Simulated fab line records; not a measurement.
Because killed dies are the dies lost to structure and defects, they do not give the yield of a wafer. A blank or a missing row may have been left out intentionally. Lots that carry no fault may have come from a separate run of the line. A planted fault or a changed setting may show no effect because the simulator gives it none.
Problem report, 8D (eight disciplines) form, completed by code ; flow nand_harc ; the parts of the form that need people (team, actions taken, sign-off) are left out

1. PROBLEM STATEMENT
Wafers with no fault read 28.3 s with a standard deviation of 1.8, whereas time_to_endpoint_s at NHARC_P_M1_CMP_23 reads a mean of 13.9 s on 1 wafer of 1 lot. That is -8.0 standard deviations from the usual mean.
The step: polishes, t overpolish 20 s, target thk 157.82 nm.
Seen first at day 8 09:14 on cmp-01, wafer L428.3. At this step, 39 wafers from 13 lots have a number in the record. Rule for "out", or "out of limits": more than 4 standard deviations from the usual mean. All remaining wafers that have a number are taken as sound.

2. WHAT IT IS, WHAT IT ISN'T
question;is;is not
which readings at this step;time_to_endpoint_s;-
which lots;L428;L420, L421, L422, L423, L424, L425, L426, L436, L439, L440, L442, L443
which wafers of those lots;L428.3;L428.4, L428.6
read on which tools;cmp-01;cmp-03, cmp-04
when;from day 8 09:14;"up to then (23 sound wafers); but 15 sound wafers of L436, L439, L440, L442, L443 came after"

3. SUSPECTS, AND WHAT RULES EACH OUT
Counting: a tool at a process step up to the reading stays a suspect if it ran every lot that is out. Sound lots after the first of them don't rule it out here, since some wafers of a struck lot are sound.
- pvd_sputter-03 at NHARC_P_M1_PVD_21 (deposits Cu, target thk 30 nm, time 20.49 s): kept. It ran the lot that is out, L428 (day 8 08:35). NHARC_P_M1_PVD_21: start missing for some lots; hours and lot order therefore follow NHARC_P_M1_ECD_22.
- ecd_cu-02 at NHARC_P_M1_ECD_22 (material Cu, target thk 400 nm): kept. It ran the lot that is out, L428 (day 8 08:35); its last sound lot up to then is L426 (day 7 19:58).
- cmp-01 at NHARC_P_M1_CMP_23 (polishes, t overpolish 20 s, target thk 157.82 nm): kept. It ran the lot that is out, L428 (day 8 09:14); its last sound lot up to then is L422 (day 6 13:02). Its own time_to_endpoint_s readings are out on those wafers.
- In cmp-01 at NHARC_P_M1_CMP_23, the wafers that are out were processed in chamber 2 and their sound lot-mates in chambers 0, 1.
Still standing after the count: pvd_sputter-03 at NHARC_P_M1_PVD_21, ecd_cu-02 at NHARC_P_M1_ECD_22, cmp-01 at NHARC_P_M1_CMP_23.

4. THE CAUSE (what the simulator had put in)
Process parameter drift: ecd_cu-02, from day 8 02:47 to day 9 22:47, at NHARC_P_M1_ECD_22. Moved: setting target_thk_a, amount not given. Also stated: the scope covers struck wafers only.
Counting leaves 3 suspects; this tool is one of them.

5. SEQUENCE OF EFFECTS, ordered by route
One row per reading whose mean, taken over the struck wafers that have a number, lies over 3 standard deviations from the usual. Only readings for which the record gives a usual standard deviation are gone through. hours: the time from each lot's start at the first step in this table that gives one to its start at this step, as a median over the lots. sigmas: the change in usual standard deviations.
hours;step;reading;usual;on struck wafers;change;sigmas
0;NHARC_P_M1_CMP_23;time_to_endpoint_s;28.3 s;13.9;-14.4;-8.0
The process steps in it:
- NHARC_P_M1_CMP_23: polishes, t overpolish 20 s, target thk 157.82 nm.

6. WHAT WOULD HAVE CAUGHT IT SOONER
In this record no reading fell out of limits until day 8 09:14, 6 hours after the fault had begun at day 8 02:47.
The start of NHARC_P_M1_ECD_22 on ecd_cu-02 came by day 8 09:14 for every one of the lots that are out (1). A hold on the tool at that time would have spared none of them.
